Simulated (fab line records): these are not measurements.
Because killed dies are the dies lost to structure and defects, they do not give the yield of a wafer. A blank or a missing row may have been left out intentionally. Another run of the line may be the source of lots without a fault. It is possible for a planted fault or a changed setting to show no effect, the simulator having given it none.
Matching of chambers || flow n5-finfet || pecvd-01 running N5_BEOL_M4_PECVD_72: 3 sister chambers
The step deposits SiO2 from TEOS/O2, target thk 16 nm, time 18 s. 3 wafers are shown with their chamber, then 10 later ones without.

== WAFERS PAIRED WITH THEIR CHAMBERS ==
{"wafer": "L085.5", "chamber": 0, "throttle-valve-pct (%)": 22.8}
{"wafer": "L089.3", "chamber": 1, "throttle-valve-pct (%)": 25.7}
{"wafer": "L089.4", "chamber": 2, "throttle-valve-pct (%)": 21.1}

== WAFERS WITHOUT THEIR CHAMBER ==
{"wafer": "L089.6", "throttle-valve-pct (%)": 25.6}
{"wafer": "L091.2", "throttle-valve-pct (%)": 25.6}
{"wafer": "L091.3", "throttle-valve-pct (%)": 22.7}
{"wafer": "L091.4", "throttle-valve-pct (%)": 25.5}
{"wafer": "L094.2", "throttle-valve-pct (%)": 21.3}
{"wafer": "L094.4", "throttle-valve-pct (%)": 25.4}
{"wafer": "L094.5", "throttle-valve-pct (%)": 22.8}
{"wafer": "L096.2", "throttle-valve-pct (%)": 22.9}
{"wafer": "L096.4", "throttle-valve-pct (%)": 22.8}
{"wafer": "L096.6", "throttle-valve-pct (%)": 25.7}

== CHAMBER TAKEN BY EACH ==
{"wafer": "L089.6", "from the rows above": 1, "in truth": 1}
{"wafer": "L091.2", "from the rows above": 1, "in truth": 1}
{"wafer": "L091.3", "from the rows above": 0, "in truth": 0}
{"wafer": "L091.4", "from the rows above": 1, "in truth": 1}
{"wafer": "L094.2", "from the rows above": 2, "in truth": 2}
{"wafer": "L094.4", "from the rows above": 1, "in truth": 1}
{"wafer": "L094.5", "from the rows above": 0, "in truth": 0}
{"wafer": "L096.2", "from the rows above": 0, "in truth": 0}
{"wafer": "L096.4", "from the rows above": 0, "in truth": 0}
{"wafer": "L096.6", "from the rows above": 1, "in truth": 1}
Correct placement for 10 of the 10. From these rows, 0 cannot be placed. 0 placed wrongly.
How it was worked out, from the rows above alone: a wafer's distance from a chamber is the root of the sum, over the readings, of the square of ((its reading less the chamber's mean) divided by the reading's scatter). The wafer belongs to the nearest chamber; if the next one is less than 2 further off, it can't be placed. Each chamber's mean is taken over the wafers shown for it. The scatter: with one shown wafer a chamber, the root of the mean of the squares of how far each hidden wafer lies from its nearest shown one.
